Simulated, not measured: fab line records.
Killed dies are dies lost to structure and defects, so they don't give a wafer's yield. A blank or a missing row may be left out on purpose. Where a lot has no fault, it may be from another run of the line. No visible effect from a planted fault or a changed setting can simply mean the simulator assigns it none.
Which tool is to blame? -- flow n5Finfet -- 12 lots with 36 wafers sampled at 4 steps, on a route of 1938 steps

## WHAT THE GAUGES SHOWED, per wafer
N5_BEOL_M9_INSPECT_13: inspects for defects (brightfield).
lot,measured,on,rawDefectCount
L077,day 11 00:17,defectInspect-01,409 464 384
L079,day 11 20:41,defectInspect-01,476 451 397
L080,day 11 21:33,defectInspect-01,577 413 535
L074,day 11 21:23,defectInspect-01,495 368 561
L083,day 12 13:47,defectInspect-01,347 583 468
L085,day 12 14:28,defectInspect-02,536 356 343
L087,day 14 05:51,defectInspect-01,352 356 409
L089,day 14 09:41,defectInspect-01,402 359 589
L091,day 14 18:44,defectInspect-01,265 271 356
L093,day 15 15:31,defectInspect-02,566 462 388
L095,day 16 03:07,defectInspect-01,553 281 376
L097,day 16 11:50,defectInspect-02,293 393 328

## TOOL THAT RAN EACH LOT (tool first, then ch and the chambers of the sampled wafers, then the start)
lot,N5_BEOL_M8_HM_DEP_02,N5_BEOL_M8_DEGAS_44,N5_BEOL_M9_CURE_71
L077,"pvdSputter-02, day 10 10:02","pvdSputter-03, day 10 18:51","uvCure-02 ch 1, day 10 20:37"
L079,"pvdSputter-02, day 11 11:45","pvdSputter-02, day 11 16:28","uvCure-01 ch 2, day 11 18:50"
L080,"pvdSputter-02, day 11 11:57","pvdSputter-02, day 11 16:43","uvCure-03 ch 2, day 11 19:19"
L074,"pvdSputter-03, day 11 12:05","pvdSputter-02, day 11 16:47","uvCure-01 ch 0, day 11 19:12"
L083,"pvdSputter-01, day 12 04:21","pvdSputter-03, day 12 09:39","uvCure-02 ch 1, day 12 11:23"
L085,"pvdSputter-01, day 12 06:41","pvdSputter-03, day 12 10:58","uvCure-03 ch 0, day 12 13:30"
L087,"pvdSputter-02, day 13 22:21","pvdSputter-02, day 14 02:09","uvCure-01 ch 1, day 14 04:13"
L089,"pvdSputter-01, day 14 01:19","pvdSputter-03, day 14 04:41","uvCure-02 ch 0, day 14 06:57"
L091,"pvdSputter-02, day 14 08:55","pvdSputter-02, day 14 13:28","uvCure-03 ch 0, day 14 15:34"
L093,"pvdSputter-02, day 15 04:21","pvdSputter-03, day 15 10:47","uvCure-01 ch 1, day 15 13:17"
L095,"pvdSputter-01, day 15 17:10","pvdSputter-01, day 15 21:18","uvCure-03 ch 1, day 16 01:06"
L097,"pvdSputter-03, day 16 02:13","pvdSputter-02, day 16 06:07","uvCure-03 ch 2, day 16 08:46"
- N5_BEOL_M8_HM_DEP_02: deposits TiN, target thk 20 nm.
- N5_BEOL_M8_DEGAS_44: time 60 s.
- N5_BEOL_M9_CURE_71: cures SiCOH lowk, time 240 s.

## THE ANSWER, worked out from the rows above alone
Rule: the lots themselves supply what counts as usual. The widest of any qualifying gaps counts: lots, ordered by their means at a reading, are off when they make up no more than a third of the lots, leave a main group of 4 or more, and stand apart from it by 3 or more times the standard deviation of that group's means. Not used: any main group whose means are identical at the precision the tables above print for the reading. Also off: a lot with no number at a reading for which 4 or more lots have one. Any other lot the step has rows for is counted as sound.
Nothing can be told from this: no lot is off at any reading shown.

## WHAT THE SIMULATOR HAD PUT IN
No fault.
